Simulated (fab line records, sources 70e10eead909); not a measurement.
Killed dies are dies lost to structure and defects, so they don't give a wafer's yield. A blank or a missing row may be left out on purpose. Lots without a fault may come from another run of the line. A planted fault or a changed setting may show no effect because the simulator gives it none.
fab line records | flow nand_harc
record lots=13 wafers=39 last_day=33
route steps=1302 shown P_BONDPAD@369 A_ONON_D1@440 A_CHANNEL_HOLE_D1@472
lots that met no fault: from a run of the same line without faults
start_h: hours from the record's first day to the start of the lot's first wafer shown | wait_h: hours since the lot's step before | " the same as in the row above | L1.1+2: a row that stands for several wafers | - no value, or no start given | * or withheld: withheld | < > ~ a bound
route shown NAME@n: a module of which the file shows steps, and the number in the route of the first | usual: mean/standard deviation of fault-free wafers | same: alike in all rows | chamber/n: place in a boat | sites: the reading at each site | _std_site: their standard deviation | _edge_site: outer sites' mean less inner sites' | radius_mm: how far each site lies from the wafer's centre | mask NAME#n: copy n | behind: the tool/chamber that last shaped the wafer | hold: why the lot was held/for how many hours/how that ended | device: the transistor (n, p or np) that didn't switch | end of line: the same wafers' tests at the end of the route | a step without rows: its recipe alone | killed: dies lost to structure and defects at the first sort, not the wafer's yield | map: a wafer's dies, x killed, . not, _ none there
set.NAME: the setting as run; set.NAME@STEP: as run at that earlier step | model.NAME: the simulator's own value behind a step, which no gauge read
steps of the route over a sample of lots; a table a step, a row a wafer
services: from which hour (start_h, from the record's first day; less than 0 if before it) a tool's chamber was out of use, for how many hours, and why
## steps
# step NHARC_P_BONDPAD_ETCH_12
# recipe target_depth_a=2000 time_s=100 chf3_flow_sccm=50 o2_flow_sccm=10 ar_flow_sccm=200 rf_w=500 bias_w=200 chemistry=CHF3/O2
# usual drypump_motor_current_A=5.70/0.27 oes_product_au=0.941/0.023 rf_vpp_V=369.2/2.3 showerhead_plenum_p_Torr=2.34/0.095 throttle_valve_pct=20.572/0.0088
# columns lot.wafer tool chamber start_h wait_h drypump_motor_current_A oes_product_au rf_hours_counter_h rf_vpp_V showerhead_plenum_p_Torr throttle_valve_pct
L851.1 rie_diel-06 0 - - 5.91 0.963 0.6 366.8 2.27 20.577
L851.4 " 3 " " 5.46 0.975 - 368.0 2.27 20.567
L851.5 " 2 " " 5.83 0.977 - 368.6 2.28 20.579
L852.1 rie_diel-04 2 - - 5.20 0.914 3.9 369.0 2.37 20.573
L852.2 " 3 " " 6.00 0.922 3.6 373.8 2.58 20.554
L852.5 " 2 " " 5.20 0.910 - 371.1 2.37 20.569
L853.2 rie_diel-02 2 - - 6.20 0.921 4.7 369.2 2.30 20.571
L853.1 " 3 " " 5.59 0.929 4.9 368.5 2.30 20.570
L853.5 " 1 " " 5.64 0.915 - 368.5 2.34 20.565
L854.1 rie_diel-06 0 - - 5.89 0.937 2.0 367.3 2.27 20.584
L854.3 " 2 " " 5.82 0.911 1.7 368.8 2.28 20.573
L854.5 " 0 " " 5.86 0.934 - 368.2 2.27 20.572
L860.4 rie_diel-04 0 - - 5.72 0.928 1.3 367.9 2.27 20.562
L860.5 " 2 " " 5.19 0.926 - 369.9 2.37 20.563
L860.6 " 3 " " 5.96 0.918 - 373.9 2.58 20.592
L864.4 rie_diel-02 0 - - 5.76 0.914 3.5 370.6 2.36 20.587
L864.2 " 2 " " 6.18 0.927 3.1 366.8 2.29 20.572
L864.6 " 3 " " 5.55 0.925 - 367.6 2.30 20.561
L865.2 rie_diel-06 3 - - 5.48 0.933 8.0 366.2 2.27 20.566
L865.1 " 0 " " 5.89 0.939 8.0 366.9 2.27 20.587
L865.3 " 1 " " 5.74 0.918 7.8 366.6 2.25 20.562
L866.3 rie_diel-02 0 - - 5.78 0.970 5.0 368.7 2.36 20.557
L866.6 " 3 " " 5.57 0.976 - 369.4 2.30 20.574
L866.5 " 0 " " 5.78 0.963 - 370.8 2.36 20.565
L867.1 rie_diel-04 3 - - 6.01 0.918 3.1 374.8 2.58 20.581
L867.4 " 0 " " 5.68 0.927 2.9 368.4 2.27 20.575
L867.2 " 2 " " 5.20 0.920 3.2 370.1 2.37 20.566
L868.4 rie_diel-04 2 - - 5.20 0.971 3.6 369.4 2.37 20.581
L868.5 " 0 " " 5.69 0.966 - 367.4 2.27 20.569
L868.6 " 1 " " 5.56 0.961 - 369.3 2.37 20.587
L869.2 rie_diel-06 0 - - 5.89 1.000 1.4 367.0 2.27 20.554
L869.5 " 3 " " 5.48 0.948 - 367.7 2.26 20.566
L869.6 " 0 " " 5.87 0.996 - 368.9 2.27 20.579
L871.1 rie_diel-02 3 - - 5.58 0.967 6.5 369.5 2.30 20.571
L871.2 " 2 " " 6.20 0.957 6.4 367.4 2.29 20.565
L871.5 " 3 " " 5.58 0.960 - 367.3 2.30 20.587
L872.3 rie_diel-06 0 - - 5.92 0.950 3.7 368.8 2.27 20.567
L872.4 " 1 " " 5.73 0.920 3.0 368.4 2.25 20.566
L872.1 " 2 " " 5.82 0.919 3.2 369.3 2.28 20.573
# step NHARC_P_BONDPAD_ACTIVATE_29
# recipe time_s=60 n2_flow_sccm=200 ar_flow_sccm=0 bias_power_w=0 chemistry=N2
# usual drypump_motor_current_A=5.69/0.27 oes_product_au=1.001/0.0092 rf_vpp_V=63.8/0.89 showerhead_plenum_p_Torr=1.73/0.074
# columns lot.wafer tool chamber start_h wait_h drypump_motor_current_A oes_product_au rf_hours_counter_h rf_vpp_V showerhead_plenum_p_Torr
L851.1 rie_diel-06 2 152.80 0.1 5.80 0.998 0.9 64.1 1.67
L851.5 " 0 " " 5.89 1.005 - 62.7 1.67
L851.4 " 2 " " 5.84 0.997 - 63.4 1.67
L852.2 rie_diel-04 2 168.32 0.1 5.21 0.996 4.0 63.8 1.74
L852.1 " 1 " " 5.54 0.983 3.9 61.3 1.74
L852.5 " 3 " " 6.03 0.998 - 63.8 1.90
L853.1 rie_diel-02 0 169.28 0.1 5.78 0.993 4.9 63.2 1.74
L853.2 " 1 " " 5.64 1.001 4.5 62.9 1.72
L853.5 " 1 " " 5.61 0.993 - 63.9 1.72
L854.1 rie_diel-02 3 181.61 0.1 5.58 0.997 5.3 64.2 1.69
L854.3 " 0 " " 5.79 1.003 5.2 64.8 1.74
L854.5 " 2 " " 6.22 1.006 - 63.0 1.68
L860.4 rie_diel-04 0 242.54 0.1 5.70 1.013 1.5 63.8 1.66
L860.5 " 0 " " 5.71 1.012 - 63.0 1.66
L860.6 " 1 " " 5.53 1.009 - 63.2 1.74
L864.2 rie_diel-04 3 286.54 0.1 6.01 1.016 2.4 64.9 1.90
L864.4 " 0 " " 5.71 1.009 2.3 64.4 1.66
L864.6 " 2 " " 5.19 1.004 - 64.2 1.74
L865.3 rie_diel-04 0 296.56 0.1 5.70 1.026 2.4 64.8 1.66
L865.1 " 2 " " 5.20 1.005 2.8 64.1 1.74
L865.2 " 3 " " 6.01 1.001 2.6 64.1 1.90
L866.3 rie_diel-04 1 311.68 0.1 5.55 0.999 3.3 63.4 1.74
L866.5 " 0 " " 5.70 1.007 - 63.9 1.66
L866.6 " 1 " " 5.56 0.998 - 64.1 1.74
L867.2 rie_diel-02 1 312.53 0.1 5.63 1.002 5.4 63.6 1.72
L867.1 " 3 " " 5.59 1.013 4.8 62.9 1.69
L867.4 " 0 " " 5.78 1.002 5.1 64.3 1.74
L868.4 rie_diel-02 3 329.43 0.1 5.56 1.014 5.3 65.1 1.69
L868.6 " 0 " " 5.74 0.988 - 63.7 1.74
L868.5 " 1 " " 5.61 0.986 - 65.2 1.72
L869.2 rie_diel-06 2 340.87 0.1 5.81 1.007 1.9 63.6 1.67
L869.5 " 0 " " 5.91 1.028 - 64.0 1.66
L869.6 " 1 " " 5.75 0.996 - 62.5 1.65
L871.2 rie_diel-06 0 357.71 0.1 5.91 1.020 2.7 63.9 1.67
L871.1 " 1 " " 5.72 0.980 2.0 63.3 1.65
L871.5 " 3 " " 5.49 1.000 - 63.8 1.66
L872.1 rie_diel-04 3 368.87 0.1 6.04 0.997 0.3 66.0 1.90
L872.3 " 0 " " 5.70 0.992 0.5 64.2 1.66
L872.4 " 1 " " 5.53 1.004 0.5 62.9 1.74
# step NHARC_A_ONON_D1_DEP_22
# recipe target_thk_a=10000 n2_flow_sccm=2750 n2o_flow_sccm=2000 nh3_flow_sccm=500 sih4_flow_sccm=210 temp_c=400
# usual sih4_flow_sccm=210.0/0.7
# columns lot.wafer tool chamber start_h wait_h sih4_flow_sccm
L851.1 pecvd_onon-04 0 187.68 0.1 210.0
L851.4 " 0 " " 209.6
L851.5 " 0 " " 209.6
L852.1 pecvd_onon-03 0 202.26 0.1 210.3
L852.2 " 0 " " 211.0
L852.5 " 0 " " 210.1
L853.1 pecvd_onon-01 0 202.27 0.1 210.2
L853.2 " 0 " " 210.0
L853.5 " 0 " " 210.5
L854.1 pecvd_onon-04 0 220.99 0.1 209.1
L854.3 " 0 " " 210.2
L854.5 " 0 " " 210.0
L860.4 pecvd_onon-04 0 280.60 0.2 211.4
L860.5 " 0 " " 210.4
L860.6 " 0 " " 210.3
L864.2 pecvd_onon-03 0 323.40 0.1 209.8
L864.4 " 0 " " 210.0
L864.6 " 0 " " 210.5
L865.1 pecvd_onon-03 0 332.60 0.1 210.0
L865.2 " 0 " " 208.1
L865.3 " 0 " " 208.4
L867.1 pecvd_onon-03 0 349.70 0.1 210.3
L867.2 " 0 " " 210.7
L867.4 " 0 " " 210.1
L866.3 pecvd_onon-01 0 349.83 0.2 210.5
L866.5 " 0 " " 209.8
L866.6 " 0 " " 209.5
L868.4 pecvd_onon-04 0 367.02 0.2 209.9
L868.5 " 0 " " 208.9
L868.6 " 0 " " 209.4
L869.2 pecvd_onon-04 0 378.80 0.1 211.0
L869.5 " 0 " " 209.9
L869.6 " 0 " " 209.6
L872.1 pecvd_onon-03 0 402.74 0.1 209.8
L872.3 " 0 " " 209.8
L872.4 " 0 " " 210.6
L871.1 pecvd_onon-01 0 402.75 0.1 210.0
L871.2 " 0 " " 210.2
L871.5 " 0 " " 210.1
# step NHARC_A_ONON_D1_THK_MEAS_24
# recipe thk_meas_gauge=ellipsometry
# usual thk_nm=1002/7.7
# columns lot.wafer tool chamber start_h wait_h thk_nm
L851.1 film_metro-02 - 188.20 - 1007
L851.4 " - " " 1007
L851.5 " - " " 1006
L852.1 film_metro-02 - 202.77 - 1019
L852.2 " - " " 1021
L852.5 " - " " 1021
L853.1 film_metro-01 - 202.78 - 1001
L853.2 " - " " 1001
L853.5 " - " " 1001
L854.1 film_metro-01 - 221.50 - 996
L854.3 " - " " 997
L854.5 " - " " 996
L860.4 film_metro-01 - 280.94 - 981
L860.5 " - " " 979
L860.6 " - " " 979
L864.2 film_metro-01 - 323.86 - 999
L864.4 " - " " 998
L864.6 " - " " 1001
L865.1 film_metro-01 - 333.13 - 1009
L865.2 " - " " 1008
L865.3 " - " " 1007
L867.1 film_metro-02 - 350.21 - 1002
L867.2 " - " " 1002
L867.4 " - " " 1002
L866.3 film_metro-01 - 350.25 - 992
L866.5 " - " " 991
L866.6 " - " " 992
L868.4 film_metro-01 - 367.36 - 996
L868.5 " - " " 996
L868.6 " - " " 995
L869.2 film_metro-01 - 379.25 - 1001
L869.5 " - " " 1002
L869.6 " - " " 1000
L872.1 film_metro-01 - 403.25 - 1003
L872.3 " - " " 1003
L872.4 " - " " 1001
L871.1 film_metro-02 - 403.26 - 1012
L871.2 " - " " 1013
L871.5 " - " " 1014
# step NHARC_A_CHANNEL_HOLE_D1_ETCH_20
# recipe bias_v=3000 source_w=withheld pressure_mtorr=20 time_s=361.9 ar_flow_sccm=375 c4f8_flow_sccm=89.3 o2_flow_sccm=35.7 temp_c=-20 target_depth_a=16000 chemistry=C4F8/O2/Ar
# usual drypump_motor_current_A=5.9/0.47 showerhead_plenum_p_Torr=3.60/0.12 throttle_valve_pct=32.155/0.01
# columns lot.wafer tool chamber start_h wait_h drypump_motor_current_A rf_hours_counter_h showerhead_plenum_p_Torr throttle_valve_pct
L851.1 har_etch-02 0 195.86 0.1 6.3 307 3.50 32.146
L851.4 " 0 " " 6.2 - 3.51 32.149
L851.5 " 1 " " 5.6 - 3.56 32.144
L852.1 har_etch-02 1 208.78 0.2 5.6 314 3.56 32.152
L852.2 " 1 " " 5.5 - 3.56 32.122
L852.5 " 1 " " 5.6 - 3.56 32.153
L853.1 har_etch-01 0 210.65 0.1 6.5 103 3.61 32.153
L853.2 " 1 " " 5.3 103 3.73 32.155
L853.5 " 0 " " 6.5 - 3.61 32.146
L854.1 har_etch-02 1 229.43 0.1 5.6 330 3.55 32.159
L854.3 " 1 " " 5.6 - 3.55 32.163
L854.5 " 0 " " 6.2 - 3.50 32.172
L860.4 har_etch-02 0 291.58 0.2 6.3 - 3.48 32.153
L860.6 " 1 " " 5.6 - 3.53 32.163
L860.5 " 0 " " 6.3 - 3.48 32.139
L864.2 har_etch-02 1 331.46 0.1 5.6 391 3.52 32.141
L864.4 " 0 " " 6.3 - 3.47 32.159
L864.6 " 0 " " 6.2 - 3.47 32.160
L865.1 har_etch-01 1 338.93 0.1 5.3 175 3.69 32.147
L865.2 " 0 " " 6.5 175 3.57 32.159
L865.3 " 0 " " 6.5 - 3.57 32.175
L866.3 har_etch-02 0 356.21 0.2 6.2 - 3.46 32.149
L866.5 " 0 " " 6.2 - 3.46 32.146
L866.6 " 1 " " 5.6 - 3.51 32.154
L867.1 har_etch-01 1 356.29 0.1 5.3 187 3.68 32.144
L867.2 " 0 " " 6.5 187 3.57 32.146
L867.4 " 1 " " 5.3 - 3.68 32.157
L868.4 har_etch-01 1 373.82 0.2 5.3 - 3.68 32.177
L868.5 " 0 " " 6.5 - 3.57 32.161
L868.6 " 1 " " 5.3 - 3.68 32.151
L869.2 har_etch-01 1 397.80 0.1 5.3 202 3.67 32.165
L869.5 " 1 " " 5.3 - 3.67 32.154
L869.6 " 0 " " 6.5 - 3.56 32.159
L872.1 har_etch-01 1 413.84 0.1 5.3 217 3.66 32.147
L872.4 " 1 " " 5.3 - 3.66 32.154
L872.3 " 0 " " 6.5 - 3.55 32.159
L871.1 har_etch-02 0 415.17 0.1 6.3 19 3.92 32.164
L871.2 " 1 " " 5.6 19 3.92 32.168
L871.5 " 0 " " 6.2 - 3.92 32.135
## services
# columns tool chamber start_h hours kind
rie_diel-06 - 130.20 9.0 pm
rie_diel-02 1 134.43 8.2 repair
rie_diel-06 1 150.16 4.8 repair
rie_diel-02 0 153.35 3.1 repair
rie_diel-04 - 157.68 0.2 repair
rie_diel-02 2 162.83 1.3 repair
rie_diel-04 2 169.98 13.3 repair
rie_diel-04 - 178.00 9.0 pm
rie_diel-06 2 203.48 2.3 repair
rie_diel-02 3 208.60 3.4 repair
rie_diel-02 - 215.25 0.4 repair
rie_diel-02 - 216.70 9.0 pm
rie_diel-06 3 227.20 5.2 repair
rie_diel-02 2 244.27 1.7 repair
rie_diel-04 0 269.87 13.5 repair
rie_diel-02 - 306.39 0.4 repair
rie_diel-06 - 307.20 9.0 pm
rie_diel-02 1 352.07 24.1 repair
rie_diel-04 - 355.00 9.0 pm
rie_diel-06 1 374.85 14.9 repair
har_etch-02 - 377.98 17.0 pm
rie_diel-06 3 392.61 16.5 repair
rie_diel-02 - 393.70 9.0 pm
rie_diel-04 2 403.56 10.4 repair
## key
first_sign step=NHARC_A_ONON_D1_THK_MEAS_24 reading=thk_nm direction=down sigmas=2.9 usual=1002 struck=980
effect none on later readings
met_at NHARC_A_ONON_D1_DEP_22
struck_lots L860
sort_left_out L860.4,L860.5,L860.6
tester_left_out L860
not_acting_at NHARC_P_BONDPAD_ETCH_12,NHARC_P_BONDPAD_ACTIVATE_29,NHARC_A_CHANNEL_HOLE_D1_ETCH_20
onset_between 220.99 280.60
fault kind=process_parameter_drift tool=pecvd_onon-04 chamber=- onset_h=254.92 steps=NHARC_A_ONON_D1_DEP_22 channel=target_thk_a offset=* shape=step end_h=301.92 acts_in=* stated=*
# tester_left_out: of these lots the tester's yield and bins aren't shown, on N5 and GAA mostly nor the transistor test; their killed dies are dies lost to structure and defects alone, not to doping, threshold or leakage, so they don't give the yield
# sort_left_out: the simulated sort isn't trusted on such a fault, so these wafers' sort isn't shown, and their yield isn't known
